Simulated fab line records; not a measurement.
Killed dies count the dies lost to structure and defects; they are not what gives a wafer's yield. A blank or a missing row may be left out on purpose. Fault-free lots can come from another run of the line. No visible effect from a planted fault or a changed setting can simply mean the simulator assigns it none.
Which tool is to blame?	flow n5_finfet	24 lots with 72 wafers sampled at 6 steps, on a route of 1938 steps

== WHAT THE GAUGES SHOWED, per wafer ==
N5_BEOL_M0_CUTY_CD_MEAS_57: target cd 200 nm. Usual: cd_nm 199.8 nm, standard deviation 0.9.
lot	measured	on	cd_nm (nm)	flag
L074	day 5 17:11	cd_sem-01	201.4 201.5 200.3	
L075	day 5 23:16	cd_sem-02	201.3 200.3 201.1	
L076	day 6 09:08	cd_sem-02	199.7 199.5 199.2	
L077	day 6 12:11	cd_sem-03	199.6 199.6 200.6	
L078	day 6 17:35	cd_sem-01	200.1 199.0 199.7	
L079	day 6 21:40	cd_sem-01	199.6 199.7 199.9	
L080	day 7 06:19	cd_sem-02	200.2 200.4 200.8	
L081	day 7 19:29	cd_sem-02	198.6 199.9 198.6	
L082	day 7 20:04	cd_sem-02	198.3 198.7 198.5	
L083	day 7 22:52	cd_sem-03	200.6 200.0 200.1	
L084	day 8 04:20	cd_sem-01	199.4 201.4 199.1	
L085	day 8 19:03	cd_sem-01	198.2 199.1 198.6	
L086	day 8 21:48	cd_sem-03	200.6 200.2 200.5	
L087	day 8 23:26	cd_sem-02	199.8 200.5 200.3	
L089	day 9 09:52	cd_sem-01	200.1 199.7 200.0	
L088	day 9 16:07	cd_sem-01	200.2 200.0 199.8	
L090	day 9 20:25	cd_sem-02	199.6 201.3 198.3	
L091	day 9 22:50	cd_sem-02	198.8 199.0 197.9	
L092	day 10 07:38	cd_sem-03	199.5 199.3 200.0	
L093	day 10 10:47	cd_sem-01	200.2 200.3 201.0	
L094	day 10 19:01	cd_sem-02	198.4 199.0 199.9	
L095	day 11 07:18	cd_sem-03	199.6 199.5 199.3	
L096	day 11 12:25	cd_sem-01	198.8 198.5 199.1	
L097	day 11 12:55	cd_sem-01	199.9 201.1 200.3	

N5_BEOL_M1_CD_MEAS_28: target cd y 23.3 nm. Usual: cd_nm 24.02 nm, standard deviation 0.25.
lot	measured	on	cd_nm (nm)	flag
L074	day 6 05:27	cd_sem-01	24.11 24.27 23.51	
L075	day 6 10:11	cd_sem-01	24.28 24.10 23.67	
L076	day 6 16:28	cd_sem-03	23.88 24.39 24.34	
L077	day 6 21:33	cd_sem-03	23.88 23.69 24.33	
L078	day 7 02:52	cd_sem-03	24.19 24.03 24.20	
L079	day 7 06:08	cd_sem-01	23.80 23.58 23.97	
L080	day 7 13:02	cd_sem-02	23.93 24.11 23.71	
L081	day 8 03:52	cd_sem-03	23.72 23.73 23.46	
L082	day 8 03:56	cd_sem-02	24.11 23.99 24.41	
L083	day 8 05:07	cd_sem-03	24.04 23.74 23.47	
L084	day 8 15:31	cd_sem-03	24.18 24.80 24.25	
L085	day 9 04:17	cd_sem-03	23.66 24.02 23.75	
L086	day 9 05:22	cd_sem-03	24.19 24.06 24.17	
L087	day 9 07:01	cd_sem-01	24.21 24.19 24.03	
L089	day 9 19:29	cd_sem-01	24.28 24.27 23.99	
L088	day 9 23:23	cd_sem-01	23.85 23.78 24.19	
L090	day 10 03:44	cd_sem-03	23.79 23.85 24.15	
L091	day 10 08:47	cd_sem-02	24.20 24.36 24.42	
L092	day 10 17:16	cd_sem-01	23.80 23.68 23.58	
L093	day 10 20:25	cd_sem-02	23.91 23.86 23.90	
L094	day 11 02:50	cd_sem-03	24.01 24.21 24.21	
L095	day 11 22:20	cd_sem-03	24.10 24.26 24.12	
L096	day 11 23:13	cd_sem-03	24.30 24.00 24.17	
L097	day 11 22:57	cd_sem-03	23.58 24.29 24.27	

== EACH LOT AND THE TOOL THAT RAN IT (in order: tool; ch and the chambers of the sampled wafers; start) ==
lot	N5_BEOL_M0_ETCH_128	N5_BEOL_M0_SURFACE_TREAT_137	N5_BEOL_M1_HM_DEP_02	N5_BEOL_M1_ETCH_63
L074	rie_diel-05 ch 1,2,3, day 5 22:01	pvd_sputter-03, day 6 01:32	pvd_sputter-02, day 6 04:11	rie_diel-01 ch 0,2,3, day 6 04:46
L075	rie_diel-04 ch 0,2,3, day 6 02:50	pvd_sputter-02, day 6 04:22	pvd_sputter-03, day 6 08:55	rie_diel-06 ch 0,1,3, day 6 09:29
L076	rie_diel-04 ch 0,1,3, day 6 10:19	pvd_sputter-01, day 6 11:27	pvd_sputter-03, day 6 15:12	rie_diel-02 ch 1,2,3, day 6 15:46
L077	rie_diel-05 ch 0,1,3, day 6 13:28	pvd_sputter-02, day 6 14:36	pvd_sputter-01, day 6 20:14	rie_diel-06 ch 1,3, day 6 20:48
L078	rie_diel-05 ch 0,2,3, day 6 20:12	pvd_sputter-02, day 6 21:41	pvd_sputter-01, day 7 01:33	rie_diel-01 ch 0,1, day 7 02:08
L079	rie_diel-04 ch 2,3, day 7 00:11	pvd_sputter-03, day 7 01:43	pvd_sputter-02, day 7 04:46	rie_diel-02 ch 0,1, day 7 05:26
L080	rie_diel-05 ch 0,1, day 7 07:43	pvd_sputter-01, day 7 08:52	pvd_sputter-01, day 7 11:26	rie_diel-02 ch 0,1, day 7 12:17
L081	rie_diel-03 ch 0,2, day 7 20:17	pvd_sputter-01, day 7 21:11	pvd_sputter-03, day 8 01:40	rie_diel-02 ch 0,1,3, day 8 03:10
L082	rie_diel-03 ch 1,3, day 7 20:49	pvd_sputter-02, day 7 23:26	pvd_sputter-01, day 8 02:03	rie_diel-06 ch 0,1, day 8 03:15
L083	rie_diel-03 ch 2,3, day 7 23:55	pvd_sputter-02, day 8 00:41	pvd_sputter-02, day 8 03:52	rie_diel-06 ch 0,2,3, day 8 04:26
L084	rie_diel-04 ch 1,2,3, day 8 08:34	pvd_sputter-01, day 8 10:14	pvd_sputter-02, day 8 14:07	rie_diel-01 ch 1,2,3, day 8 14:49
L085	rie_diel-04 ch 1,2, day 8 20:40	pvd_sputter-01, day 8 23:22	pvd_sputter-01, day 9 02:28	rie_diel-06 ch 1,2,3, day 9 03:21
L086	rie_diel-05 ch 0,1,3, day 8 23:17	pvd_sputter-02, day 9 00:25	pvd_sputter-02, day 9 03:51	rie_diel-02 ch 0,2,3, day 9 04:25
L087	rie_diel-04 ch 0,1, day 9 00:58	pvd_sputter-01, day 9 03:00	pvd_sputter-01, day 9 05:36	rie_diel-01 ch 0,1,2, day 9 06:10
L089	rie_diel-05 ch 1,2,3, day 9 13:46	pvd_sputter-01, day 9 15:06	pvd_sputter-01, day 9 18:13	rie_diel-02 ch 0,2,3, day 9 18:47
L088	rie_diel-05 ch 0,3, day 9 17:46	pvd_sputter-02, day 9 19:32	pvd_sputter-01, day 9 21:42	rie_diel-02 ch 1,2, day 9 22:31
L090	rie_diel-03 ch 0,1,3, day 9 21:38	pvd_sputter-03, day 9 23:44	pvd_sputter-02, day 10 02:19	rie_diel-01 ch 0,3, day 10 02:54
L091	rie_diel-05 ch 0,1,3, day 10 02:05	pvd_sputter-03, day 10 04:43	pvd_sputter-01, day 10 07:31	rie_diel-02 ch 1,2,3, day 10 08:05
L092	rie_diel-03 ch 2,3, day 10 11:56	pvd_sputter-02, day 10 13:11	pvd_sputter-02, day 10 15:50	rie_diel-02 ch 1,3, day 10 16:32
L093	rie_diel-03 ch 1,2, day 10 12:24	pvd_sputter-02, day 10 13:42	pvd_sputter-01, day 10 18:52	rie_diel-02 ch 1,2,3, day 10 19:34
L094	rie_diel-04 ch 0,2,3, day 10 19:59	pvd_sputter-02, day 10 22:19	pvd_sputter-02, day 11 01:32	rie_diel-02 ch 1,2,3, day 11 02:07
L095	rie_diel-03 ch 0,2,3, day 11 12:25	pvd_sputter-02, day 11 14:24	pvd_sputter-01, day 11 20:41	rie_diel-06 ch 2,3, day 11 21:24
L096	rie_diel-03 ch 0,1,3, day 11 14:13	pvd_sputter-02, day 11 15:30	pvd_sputter-01, day 11 21:33	rie_diel-01 ch 0,1,2, day 11 22:26
L097	rie_diel-05 ch 1,2,3, day 11 14:11	pvd_sputter-01, day 11 15:13	pvd_sputter-02, day 11 20:59	rie_diel-06 ch 2,3, day 11 22:07
- N5_BEOL_M0_ETCH_128: etches SiCN in CF4/N2, target depth 12 nm, overetch 5.1 nm, time 21.4 s.
- N5_BEOL_M0_SURFACE_TREAT_137
- N5_BEOL_M1_HM_DEP_02: deposits TiN, target thk 20 nm.
- N5_BEOL_M1_ETCH_63: etches SiARC in CF4, target depth 15.6 nm, time 26 s.

== WHAT THE TOOLS THEMSELVES READ (means of the sampled wafers that have a number; where no wafer has one, the mark that the record gives instead) ==
N5_BEOL_M0_ETCH_128. Usual: drypump_motor_current_A 5.9 A, standard deviation 0.47; oes_product_au 0.51 a.u., standard deviation 0.045; rf_vpp_V 382.0 V, standard deviation 1.8; showerhead_plenum_p_Torr 2.19 Torr, standard deviation 0.063; throttle_valve_pct 15.42 %, standard deviation 0.22.
lot	tool	drypump_motor_current_A (A)	oes_product_au (a.u.)	rf_vpp_V (V)	showerhead_plenum_p_Torr (Torr)	throttle_valve_pct (%)	flag
L074	rie_diel-05	5.7	0.49	382.9	2.19	15.39	
L075	rie_diel-04	6.4	0.51	382.5	2.20	15.36	
L076	rie_diel-04	6.3	0.52	382.4	2.23	15.22	
L077	rie_diel-05	5.7	0.50	381.9	2.19	15.31	
L078	rie_diel-05	6.0	0.48	380.5	2.15	15.44	
L079	rie_diel-04	6.2	0.53	381.5	2.17	15.52	
L080	rie_diel-05	5.3	0.49	381.7	2.16	15.30	
L081	rie_diel-03	5.5	0.50	382.4	2.22	15.63	
L082	rie_diel-03	5.9	0.60	381.6	2.17	15.31	
L083	rie_diel-03	5.7	0.57	382.2	2.21	15.58	
L084	rie_diel-04	6.2	0.50	382.3	2.19	15.41	
L085	rie_diel-04	6.3	0.47	382.1	2.21	15.60	
L086	rie_diel-05	5.6	0.48	381.8	2.18	15.33	
L087	rie_diel-04	6.4	0.48	384.1	2.26	15.29	
L089	rie_diel-05	5.7	0.49	382.2	2.18	15.43	
L088	rie_diel-05	6.0	0.47	380.6	2.14	15.38	
L090	rie_diel-03	5.8	0.55	381.6	2.17	15.38	
L091	rie_diel-05	5.7	0.48	382.0	2.18	15.36	
L092	rie_diel-03	5.8	0.52	382.4	2.23	15.79	
L093	rie_diel-03	6.2	0.51	382.9	2.22	15.69	
L094	rie_diel-04	6.4	0.49	381.3	2.19	15.44	
L095	rie_diel-03	5.6	0.51	383.2	2.20	15.68	
L096	rie_diel-03	5.8	0.54	381.3	2.16	15.40	
L097	rie_diel-05	5.7	0.53	384.5	2.26	15.31	

N5_BEOL_M0_SURFACE_TREAT_137. Usual: ar_flow_sccm 30.00 sccm, standard deviation 0.095.
lot	tool	ar_flow_sccm (sccm)	flag
L074	pvd_sputter-03	29.98	
L075	pvd_sputter-02	29.98	
L076	pvd_sputter-01	30.07	
L077	pvd_sputter-02	30.10	
L078	pvd_sputter-02	29.97	
L079	pvd_sputter-03	30.00	
L080	pvd_sputter-01	29.97	
L081	pvd_sputter-01	30.10	
L082	pvd_sputter-02	30.00	
L083	pvd_sputter-02	29.99	
L084	pvd_sputter-01	30.03	
L085	pvd_sputter-01	30.05	
L086	pvd_sputter-02	30.05	
L087	pvd_sputter-01	30.08	
L089	pvd_sputter-01	29.94	
L088	pvd_sputter-02	30.05	
L090	pvd_sputter-03	30.00	
L091	pvd_sputter-03	29.92	
L092	pvd_sputter-02	29.93	
L093	pvd_sputter-02	30.00	
L094	pvd_sputter-02	29.95	
L095	pvd_sputter-02	30.03	
L096	pvd_sputter-02	30.02	
L097	pvd_sputter-01	30.03	

N5_BEOL_M1_HM_DEP_02. Usual: susceptor_temp_C 25.00 C, standard deviation 0.1; throttle_valve_pct 29.9 %, standard deviation 0.92.
lot	tool	susceptor_temp_C (C)	throttle_valve_pct (%)	flag
L074	pvd_sputter-02	25.05	28.5	
L075	pvd_sputter-03	24.88	30.9	
L076	pvd_sputter-03	24.96	30.8	
L077	pvd_sputter-01	25.08	30.5	
L078	pvd_sputter-01	25.02	30.2	
L079	pvd_sputter-02	24.95	29.4	
L080	pvd_sputter-01	25.03	30.3	
L081	pvd_sputter-03	24.85	30.8	
L082	pvd_sputter-01	25.03	30.4	
L083	pvd_sputter-02	25.11	28.1	
L084	pvd_sputter-02	24.98	28.6	
L085	pvd_sputter-01	24.93	30.4	
L086	pvd_sputter-02	24.98	29.4	
L087	pvd_sputter-01	25.09	30.6	
L089	pvd_sputter-01	24.99	30.1	
L088	pvd_sputter-01	24.98	30.0	
L090	pvd_sputter-02	24.95	29.4	
L091	pvd_sputter-01	25.09	29.8	
L092	pvd_sputter-02	24.99	28.2	
L093	pvd_sputter-01	25.03	30.1	
L094	pvd_sputter-02	24.98	29.6	
L095	pvd_sputter-01	24.98	30.2	
L096	pvd_sputter-01	24.98	30.4	
L097	pvd_sputter-02	24.91	29.6	

N5_BEOL_M1_ETCH_63. Usual: drypump_motor_current_A 5.53 A, standard deviation 0.26; etch_rf_on_time_s 26.0 s, standard deviation 0.56; oes_product_au 0.67 a.u., standard deviation 0.071; rf_vpp_V 184.2 V, standard deviation 1.1; showerhead_plenum_p_Torr 2.15 Torr, standard deviation 0.067; throttle_valve_pct 15.55 %, standard deviation 0.27.
lot	tool	drypump_motor_current_A (A)	etch_rf_on_time_s (s)	oes_product_au (a.u.)	rf_vpp_V (V)	showerhead_plenum_p_Torr (Torr)	throttle_valve_pct (%)	flag
L074	rie_diel-01	5.44	26.8	0.66	184.3	2.15	15.81	
L075	rie_diel-06	5.67	25.7	0.66	184.8	2.18	15.61	
L076	rie_diel-02	5.61	25.6	0.71	182.9	2.10	15.40	
L077	rie_diel-06	5.51	25.7	0.65	184.3	2.17	15.56	
L078	rie_diel-01	5.46	26.1	0.62	184.5	2.15	15.59	
L079	rie_diel-02	5.29	25.6	0.65	183.5	2.15	15.61	
L080	rie_diel-02	5.30	25.8	0.64	184.1	2.15	15.62	
L081	rie_diel-02	5.38	25.9	0.66	184.5	2.11	15.60	
L082	rie_diel-06	5.46	26.2	0.59	184.0	2.12	15.81	
L083	rie_diel-06	5.71	25.7	0.65	183.8	2.21	15.53	
L084	rie_diel-01	5.45	26.2	0.72	183.8	2.19	15.66	
L085	rie_diel-06	5.56	25.7	0.65	184.5	2.19	15.50	
L086	rie_diel-02	5.42	26.1	0.65	184.1	2.13	15.50	
L087	rie_diel-01	5.54	25.8	0.69	183.8	2.15	15.64	
L089	rie_diel-02	5.43	26.6	0.64	183.0	2.12	15.50	
L088	rie_diel-02	5.74	25.6	0.71	184.2	2.10	15.42	
L090	rie_diel-01	5.33	26.5	0.66	183.6	2.09	15.71	
L091	rie_diel-02	5.61	26.0	0.68	183.4	2.09	15.46	
L092	rie_diel-02	5.56	25.5	0.69	182.8	2.06	15.59	
L093	rie_diel-02	5.60	25.9	0.69	184.1	2.09	15.46	
L094	rie_diel-02	5.62	26.0	0.68	184.9	2.09	15.46	
L095	rie_diel-06	5.73	25.6	0.68	185.3	2.24	15.36	
L096	rie_diel-01	5.54	25.7	0.77	184.7	2.14	15.50	
L097	rie_diel-06	5.74	25.8	0.68	184.9	2.24	15.35	

== THE ANSWER, worked out from the rows above alone ==
Rule: lot off if the mean of its wafers having a number is beyond 3 standard deviations from the usual mean. A lot without any number at a reading at which 4 lots or more have one is off too. The other lots that the step has rows for count as sound. Order of review: gauges by route order, followed by the tools' own readings, for which a lot's mean as printed above is used. The first step at which some lot is off is used, and at that step the reading that is off furthest; a lot without a number counts as furthest.
Nothing can be told from this: no lot is off at any reading shown.

== WHAT HAD BEEN PUT IN BY THE SIMULATOR ==
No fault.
